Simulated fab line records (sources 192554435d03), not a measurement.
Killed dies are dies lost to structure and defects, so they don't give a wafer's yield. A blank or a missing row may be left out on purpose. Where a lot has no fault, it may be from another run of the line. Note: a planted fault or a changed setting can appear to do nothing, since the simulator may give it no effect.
Problem report, 8D (eight disciplines) form, completed by code -- flow n5_finfet -- the parts of the form that need people (team, actions taken, sign-off) are left out

1. WHAT WENT WRONG
susceptor_temp_C at N5_BEOL_M9_PECVD_70 reads a mean of 394.18 C on 2 wafers of 1 lot; wafers without a fault read 400.02 C with a standard deviation of 0.21. Measured from the usual mean, that is -28 standard deviations.
The step: deposits SiO2 from TEOS/O2, target thk 20 nm, time 22.7 s.
The first sign was on wafer L910.2 at day 15 05:21, on pecvd-04. The record has a number at this step for 15 wafers belonging to 5 lots. Rule for "out", or "out of limits": more than 4 standard deviations from the usual mean. Any other wafer with a number is counted as sound.

2. WHAT IT IS, WHAT IT ISN'T
question,is,is not
which readings at this step,susceptor_temp_C,"heater_power_w, showerhead_plenum_p_Torr, throttle_valve_pct"
which lots,L910,"L897, L901, L902, L903"
which wafers of those lots,"L910.2, L910.5",L910.4
read on which tools,pecvd-04,"pecvd-01, pecvd-02"
when,from day 15 05:21,up to then (13 sound wafers)

3. SUSPECTS, AND WHAT RULES EACH OUT
Counting: if a tool at a process step up to the reading ran every lot that is out, it stays a suspect. Sound lots after the first of them don't rule it out here, since some wafers of a struck lot are sound.
- pecvd-04 at N5_BEOL_M9_ILD_DEP_00 (deposits SiCOH lowk from DEMS/porogen, target thk 308.51 nm, time 58 s): kept. It processed L910, the lot that is out, at day 15 04:43, and its most recent sound lot before then was L901 at day 13 11:05.
- uv_cure-01 at N5_BEOL_M9_CURE_71 (cures SiCOH lowk, time 240 s): kept. It processed L910, the lot that is out, at day 15 04:53, and its most recent sound lot before then was L902 at day 13 04:37.
- pecvd-04 at N5_BEOL_M9_PECVD_70 (deposits SiO2 from TEOS/O2, target thk 20 nm, time 22.7 s): kept. It processed L910, the lot that is out, at day 15 05:21, and its most recent sound lot before then was L897 at day 11 13:49. Its own readings are out on those wafers: susceptor_temp_C.
- The sound lot-mates ran in chamber 2 of pecvd-04 at N5_BEOL_M9_ILD_DEP_00, but the wafers that are out ran in chamber 1.
- The sound lot-mates ran in chamber 0 of pecvd-04 at N5_BEOL_M9_PECVD_70, but the wafers that are out ran in chamber 2.
Left after counting: pecvd-04 at N5_BEOL_M9_ILD_DEP_00, uv_cure-01 at N5_BEOL_M9_CURE_71, pecvd-04 at N5_BEOL_M9_PECVD_70.

4. THE CAUSE (what the simulator had put in)
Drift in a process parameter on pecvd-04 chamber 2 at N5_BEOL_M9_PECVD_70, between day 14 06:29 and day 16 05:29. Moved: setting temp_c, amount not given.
Of the 3 suspects that counting leaves, this tool is one.

5. SEQUENCE OF EFFECTS, ordered by route
Each row: a reading where the mean over the struck wafers with a number is more than 3 standard deviations away from the usual. Only readings whose record carries a usual standard deviation are examined. hours: median over the lots of the time between each lot's start at the first step of this table that gives one and its start at this step. sigmas: the change, counted in usual standard deviations.
hours,step,reading,usual,on struck wafers,change,sigmas
0,N5_BEOL_M9_PECVD_70,susceptor_temp_C,400.02 C,394.18,-5.84,-28
The process steps in it:
- N5_BEOL_M9_PECVD_70: deposits SiO2 from TEOS/O2, target thk 20 nm, time 22.7 s.
Later steps that measure or inspect, where all struck wafers having a row at the step show a number for every such reading and not one has moved that far: N5_BEOL_M9_CD_MEAS_11, N5_BEOL_M9_OVL_MEAS_12, N5_BEOL_M9_INSPECT_13, N5_BEOL_M9_CD_MEAS_18.

6. WHAT WOULD HAVE CAUGHT IT SOONER
The fault began at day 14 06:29; the first out-of-limits reading in this record came at day 15 05:21, 23 hours later.
